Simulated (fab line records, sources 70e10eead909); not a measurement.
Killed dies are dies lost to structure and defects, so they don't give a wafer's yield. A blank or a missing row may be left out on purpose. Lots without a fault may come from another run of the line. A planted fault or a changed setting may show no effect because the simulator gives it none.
A struck lot beside a sound one | flow nand_harc | 24 steps out of a route of 1159
Sound: wafers L826.1, L826.2, L826.4. Struck: wafers L830.3, L830.4, L830.6. The cause comes at the end.
At each step with rows: each side's tool, then ch and its chambers, then its first start. Under that, the readings that differ: sound wafers | struck wafers | difference of the means | sigmas: that difference in standard deviations of wafers without a fault.
alike: readings whose means differ by less than 2 such deviations, and words and numbers that are the same on both sides. not compared: withheld readings, readings that some wafer has no value for, bounds like >300 that may hide the same value, and numbers for which the record gives no deviation and whose values overlap.
The two part at a step that has a row with sigmas, a row that says differs or no value, or rows on one side only. Numbers that don't overlap but have no deviation are shown without sigmas and don't part them. A reading that every wafer of one side lacks parts them only if that side has two wafers or more.

NHARC_A_CONTACT_CVD_19: deposits W, target thk 300 nm, time 802 s.
  sound on cvd_w-01 ch 0,1; struck on cvd_w-01 ch 0,1
  alike: heater_power_w, throttle_valve_pct
NHARC_A_CONTACT_CMP_20: polishes, t overpolish 30 s, target thk 300 nm.
  sound on cmp-02 ch 0,2,3, day 18 12:19; struck on cmp-04 ch 0,3, day 20 14:25
  alike: motor_current_A, overpolish_run_s, time_to_endpoint_s
then, 1 step without rows for these wafers: NHARC_A_CONTACT_SRD_22.
NHARC_A_CONTACT_INSPECT_23:
  sound on defect_inspect-01, day 18 12:43; struck on defect_inspect-01, day 20 14:49
  alike: raw_defect_count
then, 7 steps without rows for these wafers: NHARC_A_BLC_DEHYDRATE_00 (time 120 s); NHARC_A_BLC_HMDS_01 (time 30 s); NHARC_A_BLC_COAT_02 (time 75 s); NHARC_A_BLC_COAT_03 (time 65 s); NHARC_A_BLC_COAT_04 (resist thk 90 nm); NHARC_A_BLC_SOFTBAKE_05 (time 55 s); NHARC_A_BLC_EBR_06.
NHARC_A_BLC_EXPOSE_07: exposes mask A BLC, target cd 100 nm.
  sound on arfi_scanner-02 ch 0, day 18 13:05; struck on arfi_scanner-01 ch 0, day 20 15:04
  reading              | sound             | struck            | difference | sigmas
  exposure_dose_mJ_cm2 | 67.79 67.98 67.90 | 59.97 60.03 59.91 | -7.92      | -99 or more
  alike: mask, focus_offset_nm
then, 2 steps without rows for these wafers: NHARC_A_BLC_PEB_08 (peb time 65 s); NHARC_A_BLC_DEVELOP_09 (develop time 35 s).
NHARC_A_BLC_CD_MEAS_10: target cd 100 nm.
  sound on cd_sem-03 ch 0, day 18 13:13; struck on cd_sem-03 ch 0, day 20 15:12
  reading    | sound             | struck         | difference | sigmas
  cd_nm (nm) | 100.6 100.5 100.8 | 93.0 91.4 91.7 | -8.6       | -12
NHARC_A_BLC_OVL_MEAS_11:
  sound on overlay-02, day 18 13:19; struck on overlay-02, day 20 15:17
  alike: overlay_x_nm, overlay_y_nm
NHARC_A_BLC_INSPECT_12:
  sound on defect_inspect-01, day 18 13:22; struck on defect_inspect-02, day 20 15:19
  alike: raw_defect_count
NHARC_A_BLC_DESCUM_15: chemistry O2, time 3 s.
  sound on rie_diel-11 ch 0,2,3, day 18 13:25; struck on rie_diel-09 ch 0,1,3, day 20 15:24
  reading                | sound             | struck            | difference | sigmas
  model.A_BLC.cd_nm (nm) | 100.2 100.8 100.1 | 93.66 91.66 92.27 | -7.84      |
  alike: drypump_motor_current_A, o2_flow_sccm, oes_product_au, rf_vpp_V, showerhead_plenum_p_Torr, throttle_valve_pct
  not compared: rf_hours_counter_h
NHARC_A_BLC_ETCH_16: etches the open film in CF4, target depth 39 nm, time 65 s.
  sound on rie_diel-11 ch 0,2,3, day 18 13:31; struck on rie_diel-09 ch 1,2,3, day 20 15:28
  alike: drypump_motor_current_A, oes_product_au, rf_vpp_V, showerhead_plenum_p_Torr, throttle_valve_pct
  not compared: rf_hours_counter_h
NHARC_A_BLC_ETCH_17: etches the open film in N2/H2, target depth 390 nm, time 609.38 s.
  sound on rie_diel-11 ch 0,2,3; struck on rie_diel-09 ch 0,1,3
  alike: drypump_motor_current_A, oes_product_au, rf_vpp_V, showerhead_plenum_p_Torr, throttle_valve_pct
  not compared: rf_hours_counter_h
NHARC_A_BLC_ETCH_18: etches the open film in C4F8/O2/Ar, target depth 910 nm.
  sound on rie_diel-11 ch 0,2,3; struck on rie_diel-09 ch 1,3
  reading                | sound             | struck            | difference | sigmas
  model.A_BLC.cd_nm (nm) | 99.61 100.8 98.58 | 97.38 92.74 90.64 | -6.08      |
  alike: oes_product_au, rf_vpp_V
  not compared: rf_hours_counter_h
NHARC_A_BLC_CD_MEAS_19:
  sound on cd_sem-03, day 18 14:23; struck on cd_sem-01, day 20 16:22
  reading    | sound           | struck         | difference | sigmas
  cd_nm (nm) | 99.0 100.9 98.5 | 97.3 92.8 90.5 | -5.9       | -3
NHARC_A_BLC_STRIP_29: strips in CF4.
  sound on rie_diel-09 ch 0,1,2, day 18 14:29; struck on rie_diel-11 ch 2,3, day 20 16:26
  alike: drypump_motor_current_A, oes_product_au, rf_vpp_V, showerhead_plenum_p_Torr, throttle_valve_pct
  not compared: rf_hours_counter_h
NHARC_END_SORT_01:
  sound on prober-02 ch 0, day 20 12:02; struck on prober-01 ch 0, day 22 13:55
  alike: killed_at_array, killed_at_other, killed_at_periphery, killed_dies, killed_open, killed_short

WHERE THEY PART
First at NHARC_A_BLC_EXPOSE_07; last, within this record, at NHARC_A_BLC_CD_MEAS_19. Later steps at which nothing parts them and some readings are alike: NHARC_A_BLC_STRIP_29, NHARC_END_SORT_01.

WHY: what the simulator had put in
Process parameter drift: arfi_scanner-01, from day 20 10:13 on, at NHARC_A_BLC_EXPOSE_07. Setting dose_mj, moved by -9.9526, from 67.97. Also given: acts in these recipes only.
